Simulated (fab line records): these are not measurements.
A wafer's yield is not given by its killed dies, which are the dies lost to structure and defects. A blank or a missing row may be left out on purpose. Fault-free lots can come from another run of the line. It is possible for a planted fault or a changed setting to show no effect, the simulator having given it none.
Which of the tools did it? | flow nand harc | 18 wafers from 6 lots sampled at 4 of the route's 1159 steps

WHAT THE GAUGES SHOWED, per wafer
NHARC_END_SORT_01.
lot  | measured     | on        | killed at array
L814 | day 23 16:39 | prober-02 | 16 12 19

EACH LOT AND THE TOOL THAT RAN IT (in order: tool; ch and the chambers of the sampled wafers; start)
lot  | NHARC_P_ZERO_WELL_ETCH_65         | NHARC_A_BONDPAD_ANNEAL_28        | NHARC_HYBRID_BOND_ACTIVATE_00
L799 | rie diel-07 ch 1,2, day 2 01:35   | rtp anneal-01 ch 0, day 18 07:43 | rie diel-04 ch 0,1,2, day 18 08:41
L802 | rie diel-07 ch 0,1, day 2 19:29   | rtp anneal-02 ch 0, day 19 16:20 | rie diel-04 ch 0,1,3, day 19 17:20
L804 | rie diel-08 ch 0,1, day 3 07:29   | rtp anneal-02 ch 0, day 20 12:19 | rie diel-12 ch 1,3, day 20 13:08
L806 | rie diel-09 ch 1,3, day 3 19:22   | rtp anneal-01 ch 0, day 20 07:43 | rie diel-01 ch 0,1,2, day 20 08:40
L814 | rie diel-07 ch 0,1,2, day 5 19:30 | rtp anneal-01 ch 0, day 22 07:02 | rie diel-04 ch 0,1,2, day 22 07:52
L819 | rie diel-08 ch 1,2,3, day 7 01:28 | rtp anneal-01 ch 0, day 24 03:04 | rie diel-04 ch 0,2,3, day 24 04:01
- NHARC_P_ZERO_WELL_ETCH_65: etches the open film in N2/H2, target depth 80 nm, overetch 24 nm, time 87.88 s.
- NHARC_A_BONDPAD_ANNEAL_28: time 90 s.
- NHARC_HYBRID_BOND_ACTIVATE_00: chemistry N2, time 60 s.

THE ANSWER, worked out from the rows above alone
Rule: the lots themselves supply what counts as usual. Put in order of their means at a reading, lots are off if they are a third of the lots or fewer, leave a main group of 4 or more, and stand apart from it by a gap of 3 or more times the standard deviation of the main group's means; of several such gaps the widest counts. If all means in a main group match to the digits the tables above print for the reading, that group is not used. A lot without any number at a reading at which 4 lots or more have one is off too. The other lots that the step has rows for count as sound.
None of the lots is off at any reading shown; this tells nothing.

WHAT THE SIMULATOR PUT IN
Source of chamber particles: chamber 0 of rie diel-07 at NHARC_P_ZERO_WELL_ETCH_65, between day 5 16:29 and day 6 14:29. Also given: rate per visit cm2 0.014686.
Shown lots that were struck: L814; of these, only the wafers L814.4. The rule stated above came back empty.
